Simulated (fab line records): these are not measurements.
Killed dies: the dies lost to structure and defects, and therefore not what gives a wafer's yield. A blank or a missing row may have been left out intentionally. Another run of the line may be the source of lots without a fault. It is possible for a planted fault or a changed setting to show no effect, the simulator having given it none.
Matching of chambers + flow n5Finfet + N5_SDB_HM_DEP_00 on pecvd-03: 3 sister chambers
The step deposits SiNx from SiH4/NH3/N2, target thk 40 nm, time 35.3 s. 6 wafers are shown with their chamber, then 7 later ones without.

== WAFERS, EACH WITH ITS CHAMBER ==
| wafer  | chamber | showerheadPlenumPTorr (Torr) | throttleValvePct (%) |
|--------|---------|------------------------------|----------------------|
| L078.5 | 0       | 5.25                         | 39.2                 |
| L093.1 | 2       | 5.10                         | 38.0                 |
| L093.3 | 1       | 5.09                         | 39.7                 |
| L093.5 | 2       | 5.13                         | 38.0                 |
| L095.3 | 1       | 5.09                         | 39.7                 |
| L095.5 | 0       | 5.24                         | 39.1                 |

== WAFERS WITHOUT THEIR CHAMBER ==
| wafer  | showerheadPlenumPTorr (Torr) | throttleValvePct (%) |
|--------|------------------------------|----------------------|
| L095.6 | 5.11                         | 38.2                 |
| L096.1 | 5.23                         | 39.0                 |
| L096.3 | 5.09                         | 39.8                 |
| L096.5 | 5.11                         | 38.1                 |
| L097.2 | 5.11                         | 38.1                 |
| L097.3 | 5.09                         | 39.7                 |
| L097.4 | 5.11                         | 38.1                 |

== THE CHAMBER EACH PASSED THROUGH ==
| wafer  | from the rows above | in truth |
|--------|---------------------|----------|
| L095.6 | 2                   | 2        |
| L096.1 | 0                   | 0        |
| L096.3 | 1                   | 1        |
| L096.5 | 2                   | 2        |
| L097.2 | 2                   | 2        |
| L097.3 | 1                   | 1        |
| L097.4 | 2                   | 2        |
Correct placement for 7 of the 7. Not placeable from these rows: 0. 0 placed wrongly.
How it was worked out, from the rows above alone: a wafer's distance from a chamber is the root of the sum, over the readings, of the square of ((its reading less the chamber's mean) divided by the reading's scatter). The wafer belongs to the nearest chamber; if the next one is less than 2 further off, it can't be placed. A chamber's mean is the mean of its shown wafers. How the scatter is found: for the shown wafers, subtract from each reading the mean of its chamber, square and add these, divide the total by (wafers less chambers), then take the root.
